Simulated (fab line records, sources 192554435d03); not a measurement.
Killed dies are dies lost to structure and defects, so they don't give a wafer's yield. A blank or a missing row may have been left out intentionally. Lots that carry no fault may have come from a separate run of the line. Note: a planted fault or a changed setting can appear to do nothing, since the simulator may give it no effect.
Lot-split experiment :: flow n5 finfet :: 21 wafers read across 7 lots, on a route 1938 steps long

## THE SPLIT
At N5_BEOL_M0_SAQP_ETCH_107 (etches SiNx in CH3F/O2, target depth 30 nm), the setting bias w was moved away from the recipe's 73 W on 7 of the 21 wafers read, by -6.6% to +17.8%. This setting was run at the recipe's value on the other wafers.

The split's own step is where the reading is taken.

## THE READING
rf vpp V, in V, at N5_BEOL_M0_SAQP_ETCH_107 (etches SiNx in CH3F/O2, target depth 30 nm). Typical for fault-free wafers on this fab line: 295 V, with standard deviation 4.7 V.

wafer: L074.3
tool, chamber at the split: rie diel-05, 2
bias w as run, W: 73
against the recipe: recipe
rf vpp V, V: 305
against lot-mates on the recipe: -

wafer: L074.5
tool, chamber at the split: rie diel-05, 2
bias w as run, W: 73
against the recipe: recipe
rf vpp V, V: 305
against lot-mates on the recipe: -

wafer: L074.6
tool, chamber at the split: rie diel-05, 3
bias w as run, W: 73
against the recipe: recipe
rf vpp V, V: 297
against lot-mates on the recipe: -

wafer: L075.3
tool, chamber at the split: rie diel-01, 3
bias w as run, W: 73
against the recipe: recipe
rf vpp V, V: 298
against lot-mates on the recipe: -

wafer: L075.4
tool, chamber at the split: rie diel-01, 2
bias w as run, W: 73
against the recipe: recipe
rf vpp V, V: 293
against lot-mates on the recipe: -

wafer: L075.5
tool, chamber at the split: rie diel-01, 3
bias w as run, W: 73
against the recipe: recipe
rf vpp V, V: 296
against lot-mates on the recipe: -

wafer: L077.2
tool, chamber at the split: rie diel-06, 1
bias w as run, W: 79.44
against the recipe: +8.8%
rf vpp V, V: 311
against lot-mates on the recipe: +15

wafer: L077.3
tool, chamber at the split: rie diel-06, 3
bias w as run, W: 79.44
against the recipe: +8.8%
rf vpp V, V: 313
against lot-mates on the recipe: +17

wafer: L077.5
tool, chamber at the split: rie diel-06, 2
bias w as run, W: 73
against the recipe: recipe
rf vpp V, V: 296
against lot-mates on the recipe: -

wafer: L078.1
tool, chamber at the split: rie diel-05, 2
bias w as run, W: 73
against the recipe: recipe
rf vpp V, V: 303
against lot-mates on the recipe: -

wafer: L078.2
tool, chamber at the split: rie diel-05, 3
bias w as run, W: 73
against the recipe: recipe
rf vpp V, V: 298
against lot-mates on the recipe: -

wafer: L078.4
tool, chamber at the split: rie diel-05, 1
bias w as run, W: 73
against the recipe: recipe
rf vpp V, V: 303
against lot-mates on the recipe: -

wafer: L088.1
tool, chamber at the split: rie diel-01, 1
bias w as run, W: 68.19
against the recipe: -6.6%
rf vpp V, V: 278
against lot-mates on the recipe: -14

wafer: L088.2
tool, chamber at the split: rie diel-01, 2
bias w as run, W: 73
against the recipe: recipe
rf vpp V, V: 292
against lot-mates on the recipe: -

wafer: L088.3
tool, chamber at the split: rie diel-01, 3
bias w as run, W: 68.19
against the recipe: -6.6%
rf vpp V, V: 282
against lot-mates on the recipe: -10

wafer: L090.2
tool, chamber at the split: rie diel-01, 2
bias w as run, W: 73
against the recipe: recipe
rf vpp V, V: 291
against lot-mates on the recipe: -

wafer: L090.3
tool, chamber at the split: rie diel-01, 1
bias w as run, W: 73
against the recipe: recipe
rf vpp V, V: 292
against lot-mates on the recipe: -

wafer: L090.4
tool, chamber at the split: rie diel-01, 0
bias w as run, W: 85.98
against the recipe: +17.8%
rf vpp V, V: 329
against lot-mates on the recipe: +38

wafer: L094.3
tool, chamber at the split: rie diel-05, 0
bias w as run, W: 73
against the recipe: recipe
rf vpp V, V: 288
against lot-mates on the recipe: -

wafer: L094.5
tool, chamber at the split: rie diel-05, 2
bias w as run, W: 69.57
against the recipe: -4.7%
rf vpp V, V: 292
against lot-mates on the recipe: +4

wafer: L094.6
tool, chamber at the split: rie diel-05, 1
bias w as run, W: 69.57
against the recipe: -4.7%
rf vpp V, V: 292
against lot-mates on the recipe: +4

THE FIT
A straight line over all 21 wafers: rf vpp V changes by +1.84 V for each +1% of bias w; r = +0.90; the points scatter about the line by 5 V.
The same after taking each lot's own level away (the mean of its wafers on the recipe; 21 wafers): +1.74 V for each +1%; r = +0.91; scatter 4.5 V.
The reading moves by 31 V for the largest change in bias w, on that fit.
Across the lots, their own levels run from 288.0 to 302.3 V, a range of 3.0 times the standard deviation given above.
So the lot-to-lot level changes the slope little: the two slopes agree.
Check: with one of the wafers moved furthest among these (+17.8%) left out of the fit, the line predicts +26.5 V for it against its lot-mates. Against them it came out at +37.5 V.
Tool readings at the split's step, against how far the setting was moved: rf vpp V r = +0.90.

## OTHER SPLITS APPLIED TO THESE WAFERS
Other splits were also applied to these wafers ahead of the reading. Each is held against what the fit with the lots' levels taken away leaves over:
other split on the same wafers: N5_MOL_CONTACT_COAG_COAT_75 spin rpm
wafers away from the commonest value: 6
r with rf vpp V (lot level and that fit taken away): +0.43

other split on the same wafers: N5_BEOL_M0_SAQP_ETCH_84 time s
wafers away from the commonest value: 10
r with rf vpp V (lot level and that fit taken away): +0.11

other split on the same wafers: N5_BEOL_M0_SAQP_SPACER1_ALD_98 temp c
wafers away from the commonest value: 5
r with rf vpp V (lot level and that fit taken away): -0.35

## FILE'S OWN FIT
rf vpp V changes by +1.87 V for each +1% of bias w, r = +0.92.
